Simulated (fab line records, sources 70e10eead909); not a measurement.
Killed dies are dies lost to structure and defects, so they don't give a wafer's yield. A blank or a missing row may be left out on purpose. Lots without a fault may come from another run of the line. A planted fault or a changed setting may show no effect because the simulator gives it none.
Chamber matching | flow nand_harc | NHARC_A_M0_PRE_CLEAN_31 on pecvd-02: 3 sister chambers
The step time 12 s. 6 wafers are shown with their chamber, then 9 later ones without.

WAFERS WITH THEIR CHAMBER
wafer  | chamber | heater_power_w (W) | susceptor_temp_C (C)
L084.3 | 0       | 535                | 370.21
L084.6 | 2       | 655                | 370.25
L086.1 | 2       | 620                | 370.00
L087.2 | 1       | 653                | 370.33
L087.5 | 0       | 581                | 369.98
L087.6 | 1       | 656                | 370.11

WAFERS WITHOUT THEIR CHAMBER
wafer  | heater_power_w (W) | susceptor_temp_C (C)
L092.1 | 540                | 369.70
L092.5 | 642                | 369.87
L092.6 | 663                | 369.79
L090.3 | 594                | 369.91
L090.4 | 603                | 370.34
L090.6 | 660                | 370.10
L096.3 | 648                | 370.12
L096.4 | 657                | 370.07
L096.5 | 585                | 369.96

WHICH CHAMBER EACH WENT THROUGH
wafer  | from the rows above          | in truth
L092.1 | 0                            | 0
L092.5 | can't be placed: 2 or 1      | 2
L092.6 | can't be placed: 2 or 1      | 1
L090.3 | can't be placed: 0 or 2 or 1 | 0
L090.4 | can't be placed: 2 or 1 or 0 | 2
L090.6 | can't be placed: 1 or 2      | 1
L096.3 | can't be placed: 2 or 1      | 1
L096.4 | can't be placed: 2 or 1      | 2
L096.5 | can't be placed: 0 or 2 or 1 | 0
Placed correctly: 1 of 9. Can't be placed from these rows: 8 (the true chamber is among the candidates in 8). Placed wrongly: 0.
How it was worked out, from the rows above alone: a wafer's distance from a chamber is the root of the sum, over the readings, of the square of ((its reading less the chamber's mean) divided by the reading's scatter). The wafer belongs to the nearest chamber; if the next one is less than 2 further off, it can't be placed. A chamber's mean is the mean of its shown wafers. The scatter: the root of (the sum of the squares of (reading less its chamber's mean) over the shown wafers, divided by (wafers less chambers)).
